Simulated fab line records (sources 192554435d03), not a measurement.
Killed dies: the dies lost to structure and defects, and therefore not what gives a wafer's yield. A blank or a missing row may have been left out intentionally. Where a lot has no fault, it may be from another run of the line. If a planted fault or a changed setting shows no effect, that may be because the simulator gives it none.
Commonality check across tools + flow n5Finfet + Lots sampled 8, wafers sampled 24

== REASON IT WAS OPENED ==
Of 8 lots, 3 have the reading M0_RS flagged at N5_BEOL_M0_RS_MEAS_126. No-fault wafers: 0.536 ohm/sq, standard deviation 0.017.
Rule: a lot is flagged in two cases, either no wafer of it has a number, or all its wafers with numbers fall more than 4 standard deviations from that mean. The rest of the lots are taken to be sound.

| lot  | measured     | on           | M0_RS (ohm/sq), wafer by wafer | flag    |
|------|--------------|--------------|--------------------------------|---------|
| L879 | day 7 13:07  | filmMetro-02 | 0.064 0.064 0.063              | FLAGGED |
| L880 | day 7 18:07  | filmMetro-02 | 0.063 0.064 0.064              | FLAGGED |
| L881 | day 7 22:22  | filmMetro-02 | 0.063 0.064 0.063              | FLAGGED |
| L892 | day 10 10:53 | filmMetro-01 | 0.546 0.543 0.542              |         |
| L893 | day 10 19:13 | filmMetro-02 | 0.533 0.494 0.528              |         |
| L894 | day 11 00:37 | filmMetro-02 | 0.536 0.567 0.553              |         |
| L895 | day 11 14:19 | filmMetro-01 | 0.534 0.563 0.561              |         |
| L897 | day 11 17:07 | filmMetro-02 | 0.571 0.546 0.526              |         |
The numbers of the flagged lots are 0.064 ohm/sq on average: -0.472 ohm/sq against the usual, or -28 standard deviations.

== LOT BY LOT: THE TOOL USED ==
3 process steps preceding the reading are held in the record, out of 1938 steps in the route. Read each cell as the tool, then ch plus the chambers that the sampled wafers visited, then the start.
| lot  | flag    | N5_BEOL_M0_STRIP_140              | N5_BEOL_M0_STRIP_142              | N5_BEOL_M0_CMP_120            |
|------|---------|-----------------------------------|-----------------------------------|-------------------------------|
| L879 | FLAGGED | rieDiel-04 ch 0,2, day 7 09:47    | rieDiel-04 ch 1,2,3, day 7 10:01  | cmp-02 ch 2,3, day 7 12:34    |
| L880 | FLAGGED | rieDiel-01 ch 1,3, day 7 13:54    | rieDiel-01 ch 0,1,3, day 7 14:07  | cmp-04 ch 1,3, day 7 17:30    |
| L881 | FLAGGED | rieDiel-01 ch 0,1,3, day 7 18:15  | rieDiel-01 ch 1,2,3, day 7 18:28  | cmp-04 ch 0,3, day 7 21:51    |
| L892 |         | rieDiel-04 ch 1,2,3, day 10 07:23 | rieDiel-04 ch 2,3, day 10 07:55   | cmp-04 ch 0,1,2, day 10 10:16 |
| L893 |         | rieDiel-06 ch 2,3, day 10 14:32   | rieDiel-06 ch 0,2,3, day 10 14:45 | cmp-02 ch 1,2, day 10 18:41   |
| L894 |         | rieDiel-06 ch 0,2,3, day 10 18:27 | rieDiel-01 ch 0,2, day 10 19:35   | cmp-02 ch 0,2,3, day 11 00:06 |
| L895 |         | rieDiel-06 ch 0,1,3, day 11 08:12 | rieDiel-06 ch 1,2,3, day 11 08:59 | cmp-04 ch 1,2,3, day 11 13:44 |
| L897 |         | rieDiel-01 ch 0,1,3, day 11 13:16 | rieDiel-04 ch 0,1,2, day 11 13:29 | cmp-02 ch 1,2,3, day 11 16:35 |
What these steps do:
- N5_BEOL_M0_STRIP_140: strips in CF4.
- N5_BEOL_M0_STRIP_142: strips in N2/H2, time 10 s.
- N5_BEOL_M0_CMP_120: polishes, stops on SiOC, t overpolish 6.9 s.
- N5_BEOL_M0_RS_MEAS_126: measures by four-point-probe.

== FLAGGED OVER TOTAL, TOOL BY TOOL (the gauges that took the reading come last) ==
| step                   | tool         | lots run | flagged | share of the flagged lots | sound lots run after its first flagged lot |
|------------------------|--------------|----------|---------|---------------------------|--------------------------------------------|
| N5_BEOL_M0_STRIP_140   | rieDiel-01   | 3        | 2       | some                      | 1 (L897)                                   |
| N5_BEOL_M0_STRIP_140   | rieDiel-04   | 2        | 1       | some                      | 1 (L892)                                   |
| N5_BEOL_M0_STRIP_140   | rieDiel-06   | 3        | 0       | none                      | -                                          |
| N5_BEOL_M0_STRIP_142   | rieDiel-01   | 3        | 2       | some                      | 1 (L894)                                   |
| N5_BEOL_M0_STRIP_142   | rieDiel-04   | 3        | 1       | some                      | 2 (L892,L897)                              |
| N5_BEOL_M0_STRIP_142   | rieDiel-06   | 2        | 0       | none                      | -                                          |
| N5_BEOL_M0_CMP_120     | cmp-02       | 4        | 1       | some                      | 3 (L893,L894,L897)                         |
| N5_BEOL_M0_CMP_120     | cmp-04       | 4        | 2       | some                      | 2 (L892,L895)                              |
| N5_BEOL_M0_RS_MEAS_126 | filmMetro-01 | 2        | 0       | none                      | -                                          |
| N5_BEOL_M0_RS_MEAS_126 | filmMetro-02 | 6        | 3       | all                       | 3 (L893,L894,L897)                         |

== WHAT IS ALLOWED BY THE TABLE ==
1 row of the table ran every flagged lot: filmMetro-02 at N5_BEOL_M0_RS_MEAS_126.
- filmMetro-02 at N5_BEOL_M0_RS_MEAS_126 ran 6 lots, 3 of them flagged. After the first flagged lot (L893, L894, L897), sound lots still ran on it; a lasting fault on the whole tool would not permit that.
No row of the table ran every flagged lot and no sound lot after the first.

== WHAT THE SIMULATOR HAD INSERTED ==
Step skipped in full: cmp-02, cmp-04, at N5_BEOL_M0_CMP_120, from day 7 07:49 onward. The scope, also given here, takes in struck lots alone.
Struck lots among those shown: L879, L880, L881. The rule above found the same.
